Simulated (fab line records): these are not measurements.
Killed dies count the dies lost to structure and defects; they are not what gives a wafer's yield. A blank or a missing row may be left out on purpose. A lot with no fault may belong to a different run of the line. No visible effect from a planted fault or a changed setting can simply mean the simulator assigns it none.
Struck lot and sound lot, side by side | flow nand harc | 39 steps out of a route of 1302
Sound: these wafers, L282.1, L282.3, L282.4. Struck: wafer L291.4. (L291.1, L291.5 of the same lot were not struck and are left out.) The cause comes at the end.
Order at every step that has rows: each side's tool, ch and its chambers, its first start. Under that, the readings that differ: sound wafers | struck wafers | difference of the means | sigmas: that difference in standard deviations of wafers without a fault.
alike: same words and numbers on both sides, and readings whose means sit less than 2 such deviations apart. not compared: any withheld reading, any reading some wafer has no value for, any bound like >300 that may hide the same value, and any number with overlapping values for which the record gives no deviation.
Wherever a step has rows on one side only, a row that says differs or no value, or a row with sigmas, the two part there. Numbers that don't overlap but have no deviation are shown without sigmas and don't part them. Lack of a reading on every wafer of one side parts them only where that side has two or more wafers.

NHARC_A_M0_CD_MEAS_09 targets a cd of 80 nm.
  sound on cd sem-03 ch 0, day 24 12:33; struck on cd sem-03 ch 0, day 28 07:49
  alike: cd nm
NHARC_A_M0_OVL_MEAS_10: pitch 160 nm.
  struck on overlay-02, day 28 07:54; sound on overlay-02, day 24 12:38
  alike: overlay x nm, overlay y nm
NHARC_A_M0_INSPECT_11:
  struck on defect inspect-01, day 28 07:56; sound on defect inspect-01, day 24 12:40
  alike: raw defect count
then, 2 steps without rows for these wafers: NHARC_A_M0_DESCUM_14 (chemistry O2, time 3 s); NHARC_A_M0_ETCH_34 (etches the open film in N2/H2, target depth 40 nm, overetch 12 nm, time 43.94 s).
NHARC_A_M0_ETCH_15: etches the open film in C4F8/Ar, target depth 150 nm, overetch 15 nm, time 82.5 s.
  sound: rie diel-08 ch 0,2,3; struck: rie diel-02 ch 2
  reading                | sound             | struck | difference | sigmas
  rf hours counter h (h) | 0.2 0.7 0.7       | 4.4    | +3.9       |
  rf vpp V (V)           | 444.1 441.7 441.6 | 434.7  | -7.8       | -3
  alike: oes product au
NHARC_A_M0_CD_MEAS_16:
  struck on cd sem-03, day 28 08:18; sound on cd sem-02, day 24 13:02
  alike: cd nm
then, 4 steps without rows for these wafers: NHARC_A_M0_STRIP_18 (strips in N2/H2); NHARC_A_M0_STRIP_19 (strips in post etch residue remover, time 600 s); NHARC_A_M0_DEGAS_28 (time 60 s); NHARC_A_M0_PRE_CLEAN_29 (time 30 s).
NHARC_A_M0_PVD_20: deposits TaN, target thk 5 nm, time 8.06 s.
  sound on pvd sputter-03; struck on pvd sputter-03
  alike: throttle valve pct
NHARC_A_M0_PVD_21: deposits Cu, target thk 30 nm, time 20.49 s.
  struck on pvd sputter-03, day 28 09:10; sound on pvd sputter-03, day 24 13:53
  alike: throttle valve pct
then, 1 step without rows for these wafers: NHARC_A_M0_ECD_22 (material Cu, target thk 400 nm).
NHARC_A_M0_ANNEAL_30: time 90 s.
  sound on rtp anneal-01 ch 0, day 24 14:23; struck on rtp anneal-02 ch 0, day 28 09:41
  alike: wafer_temp_C_max
NHARC_A_M0_CMP_23: polishes, t overpolish 20 s, target thk 113.75 nm.
  sound on cmp-03 ch 0,2,3, day 24 14:46; struck on cmp-01 ch 1, day 28 10:02
  alike: motor current A, slurry filter dp kPa, time to endpoint s
then, 13 steps without rows for these wafers: NHARC_A_M0_SRD_25; NHARC_A_M0_PRE_CLEAN_31 (time 12 s); NHARC_A_M0_DEP_32 (deposits SiCN, target thk 30 nm); NHARC_A_M1_DEP_00 (deposits SiOC, target thk 182.5 nm); NHARC_A_M1_DEHYDRATE_01 (time 120 s); NHARC_A_M1_HMDS_02 (time 30 s); NHARC_A_M1_COAT_34 (time 65 s); NHARC_A_M1_COAT_03 (resist thk 90 nm); NHARC_A_M1_SOFTBAKE_04 (time 55 s); NHARC_A_M1_EBR_05; NHARC_A_M1_EXPOSE_06 (exposes mask A M1, target cd 120 nm); NHARC_A_M1_PEB_07 (peb time 65 s); NHARC_A_M1_DEVELOP_08 (develop time 35 s).
NHARC_A_M1_CD_MEAS_09 targets a cd of 120 nm.
  sound on cd sem-03 ch 0, day 24 16:37; struck on cd sem-02 ch 0, day 28 11:57
  alike: cd nm
NHARC_A_M1_OVL_MEAS_10: pitch 240 nm.
  struck on overlay-02, day 28 12:02; sound on overlay-02, day 24 16:42
  alike: overlay x nm, overlay y nm
then, 2 steps without rows for these wafers: NHARC_A_M1_DESCUM_14 (chemistry O2, time 3 s); NHARC_A_M1_ETCH_35 (etches the open film in N2/H2, target depth 40 nm, overetch 12 nm, time 43.94 s).
NHARC_A_M1_ETCH_15: etches the open film in C4F8/Ar, target depth 182.5 nm, time 91.2 s.
  sound: rie diel-05 ch 1,2,3; struck: rie diel-01 ch 3
  reading                | sound       | struck | difference | sigmas
  rf hours counter h (h) | 4.5 3.7 4.2 | 6.8    | +2.7       |
  alike: oes product au, rf vpp V
NHARC_A_M1_CD_MEAS_16:
  struck on cd sem-02, day 28 12:26; sound on cd sem-03, day 24 17:06
  alike: cd nm
then, 3 steps without rows for these wafers: NHARC_A_M1_STRIP_18 (strips in N2/H2); NHARC_A_M1_ETCH_28 (etches the open film in CF4/N2, target depth 30 nm, time 72.99 s); NHARC_A_M1_STRIP_19 (strips in post etch residue remover, time 600 s).
NHARC_END_SORT_01:
  only the struck wafers appear in the record here, on prober-01 ch 0 at day 30 02:57; the sound ones have no rows

WHERE THEY PART
First at NHARC_A_M0_ETCH_15; last, within this record, at NHARC_END_SORT_01.

WHY: whatever the simulator had introduced
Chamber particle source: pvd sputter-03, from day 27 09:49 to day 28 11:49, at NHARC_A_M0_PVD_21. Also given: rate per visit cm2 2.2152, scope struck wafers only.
